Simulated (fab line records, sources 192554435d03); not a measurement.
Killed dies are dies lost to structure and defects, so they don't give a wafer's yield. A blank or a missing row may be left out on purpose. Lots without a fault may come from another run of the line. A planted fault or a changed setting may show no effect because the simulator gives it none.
Chamber matching | flow n5_finfet | N5_BEOL_M4_ETCH_64 on rie_diel-01: 4 sister chambers
The step etches SOC in N2/H2, target depth 75 nm, overetch 22.5 nm, time 121.9 s. 30 wafers are shown with their chamber, then 12 later ones without.

WAFERS WITH THEIR CHAMBER
wafer  | chamber | throttle_valve_pct (%) | oes_product_au (a.u.) | showerhead_plenum_p_Torr (Torr)
L077.1 | 1       | 17.53                  | 0.69                  | 2.58
L077.4 | 3       | 17.98                  | 0.56                  | 2.52
L077.6 | 3       | 17.98                  | 0.55                  | 2.52
L076.1 | 2       | 18.02                  | 0.61                  | 2.57
L076.4 | 0       | 17.88                  | 0.63                  | 2.58
L076.6 | 1       | 17.54                  | 0.69                  | 2.58
L078.1 | 1       | 17.55                  | 0.69                  | 2.58
L078.2 | 3       | 17.98                  | 0.56                  | 2.52
L078.3 | 0       | 17.89                  | 0.63                  | 2.58
L078.4 | 2       | 18.02                  | 0.60                  | 2.56
L078.5 | 0       | 17.89                  | 0.63                  | 2.58
L078.6 | 3       | 17.97                  | 0.56                  | 2.52
L079.2 | 3       | 18.00                  | 0.55                  | 2.52
L079.3 | 1       | 17.57                  | 0.67                  | 2.57
L079.5 | 2       | 18.05                  | 0.60                  | 2.56
L082.1 | 3       | 17.99                  | 0.55                  | 2.52
L082.4 | 0       | 17.90                  | 0.63                  | 2.57
L082.5 | 2       | 18.05                  | 0.60                  | 2.56
L083.2 | 3       | 18.01                  | 0.55                  | 2.52
L083.4 | 1       | 17.57                  | 0.67                  | 2.57
L083.6 | 0       | 17.91                  | 0.61                  | 2.57
L087.2 | 1       | 17.59                  | 0.66                  | 2.57
L087.3 | 3       | 18.03                  | 0.55                  | 2.51
L087.6 | 2       | 18.07                  | 0.59                  | 2.56
L086.1 | 0       | 17.92                  | 0.61                  | 2.57
L086.3 | 2       | 18.07                  | 0.59                  | 2.55
L086.5 | 3       | 18.01                  | 0.54                  | 2.51
L089.1 | 3       | 18.03                  | 0.54                  | 2.51
L089.2 | 2       | 18.08                  | 0.59                  | 2.55
L089.3 | 1       | 17.59                  | 0.66                  | 2.57

SIGNATURES (means of the wafers above)
reading                  | chamber 0 | chamber 1 | chamber 2 | chamber 3 | scatter within a chamber
throttle_valve_pct       | 17.8983   | 17.5629   | 18.0514   | 17.9980   | 0.0215
oes_product_au           | 0.6233    | 0.6757    | 0.5971    | 0.5510    | 0.00988
showerhead_plenum_p_Torr | 2.5750    | 2.5743    | 2.5586    | 2.5170    | 0.00561
Rule: a wafer's distance from a chamber is the root of the sum, over the readings, of the square of ((its reading less the chamber's mean) divided by the reading's scatter). The wafer belongs to the nearest chamber; if the next one is less than 2 further off, it can't be placed. The scatter: the root of (the sum of the squares of (reading less its chamber's mean) over the shown wafers, divided by (wafers less chambers)).

WAFERS WITHOUT THEIR CHAMBER
wafer  | throttle_valve_pct (%) | oes_product_au (a.u.) | showerhead_plenum_p_Torr (Torr)
L089.4 | 17.93                  | 0.60                  | 2.57
L089.5 | 18.06                  | 0.59                  | 2.55
L089.6 | 17.59                  | 0.66                  | 2.57
L093.2 | 17.94                  | 0.60                  | 2.56
L093.3 | 18.05                  | 0.54                  | 2.51
L093.4 | 18.09                  | 0.58                  | 2.55
L096.1 | 18.06                  | 0.54                  | 2.50
L096.2 | 18.09                  | 0.57                  | 2.55
L096.5 | 17.63                  | 0.65                  | 2.56
L097.3 | 17.63                  | 0.63                  | 2.55
L097.4 | 18.11                  | 0.57                  | 2.54
L097.5 | 18.06                  | 0.52                  | 2.50

WHICH CHAMBER EACH WENT THROUGH
wafer  | from the rows above     | in truth
L089.4 | 0                       | 0
L089.5 | 2                       | 2
L089.6 | 1                       | 1
L093.2 | can't be placed: 0 or 2 | 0
L093.3 | 3                       | 3
L093.4 | 2                       | 2
L096.1 | 3                       | 3
L096.2 | 2                       | 2
L096.5 | 1                       | 1
L097.3 | 1                       | 1
L097.4 | can't be placed: 2 or 3 | 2
L097.5 | 3                       | 3
Placed correctly: 10 of 12. Can't be placed from these rows: 2 (the true chamber is among the candidates in 2). Placed wrongly: 0.
